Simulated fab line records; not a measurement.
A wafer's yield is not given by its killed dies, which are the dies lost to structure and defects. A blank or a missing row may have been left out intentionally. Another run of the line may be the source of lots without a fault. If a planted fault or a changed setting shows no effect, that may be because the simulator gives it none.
Matching of chambers + flow nandHarc + 4 sister chambers for NHARC_A_SGD_CUT_CMP_21 on cmp-04
The step polishes, target thk 148.19 nm. 8 wafers are shown with their chamber, then 9 later ones without.

## EACH WAFER AND ITS CHAMBER
| wafer  | chamber | motorCurrentA (A) | timeToEndpointS (s) |
|--------|---------|-------------------|---------------------|
| L083.6 | 3       | 12.1              | 47.6                |
| L086.4 | 2       | 10.9              | 52.3                |
| L086.6 | 3       | 12.1              | 50.0                |
| L089.5 | 0       | 12.5              | 46.7                |
| L089.6 | 1       | 11.6              | 47.0                |
| L091.1 | 0       | 12.7              | 48.5                |
| L091.3 | 2       | 10.5              | 50.8                |
| L091.6 | 1       | 11.5              | 46.8                |

## WAFERS WITHOUT THEIR CHAMBER
| wafer  | motorCurrentA (A) | timeToEndpointS (s) |
|--------|-------------------|---------------------|
| L092.3 | 11.4              | 45.8                |
| L092.4 | 12.0              | 47.2                |
| L092.6 | 11.3              | 48.7                |
| L095.1 | 10.7              | 50.7                |
| L095.4 | 12.1              | 49.6                |
| L095.5 | 12.3              | 51.3                |
| L096.2 | 11.4              | 45.3                |
| L096.3 | 12.1              | 47.6                |
| L096.5 | 11.9              | 43.5                |

## EACH ONE'S CHAMBER
| wafer  | from the rows above          | in truth                   |
|--------|------------------------------|----------------------------|
| L092.3 | 1                            | 1                          |
| L092.4 | can't be placed: 3 or 1      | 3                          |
| L092.6 | 1                            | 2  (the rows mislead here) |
| L095.1 | 2                            | 2                          |
| L095.4 | 3                            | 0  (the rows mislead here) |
| L095.5 | can't be placed: 3 or 0      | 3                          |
| L096.2 | 1                            | 1                          |
| L096.3 | 3                            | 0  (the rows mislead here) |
| L096.5 | can't be placed: 1 or 3 or 0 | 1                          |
Placed correctly: 3 of 9. Cannot be placed on the basis of these rows: 3; the candidates contain the true chamber in 3. 3 placed wrongly.
How it was worked out, from the rows above alone: a wafer's distance from a chamber is the root of the sum, over the readings, of the square of ((its reading less the chamber's mean) divided by the reading's scatter). If the next closest chamber is less than 2 further off than the closest, the wafer can't be placed; otherwise it belongs to the closest. Each chamber's mean is taken over the wafers shown for it. How the scatter is found: for the shown wafers, subtract from each reading the mean of its chamber, square and add these, divide the total by (wafers less chambers), then take the root.
